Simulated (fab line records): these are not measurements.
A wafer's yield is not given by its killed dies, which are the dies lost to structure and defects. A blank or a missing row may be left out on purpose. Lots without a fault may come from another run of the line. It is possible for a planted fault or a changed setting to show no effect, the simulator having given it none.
Chamber matching    flow nandHarc    NHARC_A_STAIRCASE_ALD_420 on aldHk-04: 4 sister chambers
The step deposits SiO2, target thk 20 nm, pulse time 6 s, ald cycles 200. 14 wafers are shown with their chamber, then 7 later ones without.

WAFERS PAIRED WITH THEIR CHAMBERS
wafer   chamber  heaterPowerW (W)  precursorPulseHeightRel
L633.1  0        416               0.973
L633.3  3        456               1.016
L633.6  2        493               1.021
L631.4  3        461               1.018
L631.5  3        467               0.998
L631.6  2        491               1.030
L632.1  0        406               0.973
L632.3  3        460               1.001
L632.6  0        415               1.000
L644.1  2        492               1.033
L644.4  3        462               0.946
L644.5  2        488               1.007
L646.1  1        498               1.027
L646.4  3        453               1.003

SIGNATURES (means of the wafers above)
reading                  chamber 0  chamber 1  chamber 2  chamber 3  scatter within a chamber
heaterPowerW             412.33     498.00     491.00     459.83     4.4
precursorPulseHeightRel  0.98200    1.02700    1.02275    0.99700    0.0209
Rule: a wafer lies at a distance from a chamber equal to the root of the sum of squares, over the readings, of (its reading less the chamber's mean, divided by the reading's scatter). The wafer belongs to the nearest chamber; if the next one is less than 2 further off, it can't be placed. The scatter: take each reading less its chamber's mean, square it, sum over the shown wafers, divide by the number of wafers less the number of chambers, and take the root.

WAFERS WHOSE CHAMBER IS MISSING
wafer   heaterPowerW (W)  precursorPulseHeightRel
L646.6  468               1.000
L649.2  488               0.992
L649.3  421               0.992
L649.6  524               1.030
L651.2  519               1.024
L651.3  465               0.993
L651.5  499               1.011

WHICH CHAMBER EACH WENT THROUGH
wafer   from the rows above      in truth
L646.6  3                        3
L649.2  can't be placed: 2 or 1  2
L649.3  0                        0
L649.6  can't be placed: 1 or 2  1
L651.2  can't be placed: 1 or 2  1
L651.3  3                        3
L651.5  can't be placed: 1 or 2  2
3 of 7 placed correctly. Not placeable from these rows: 4 (in 4, the candidates include the true chamber). 0 placed wrongly.
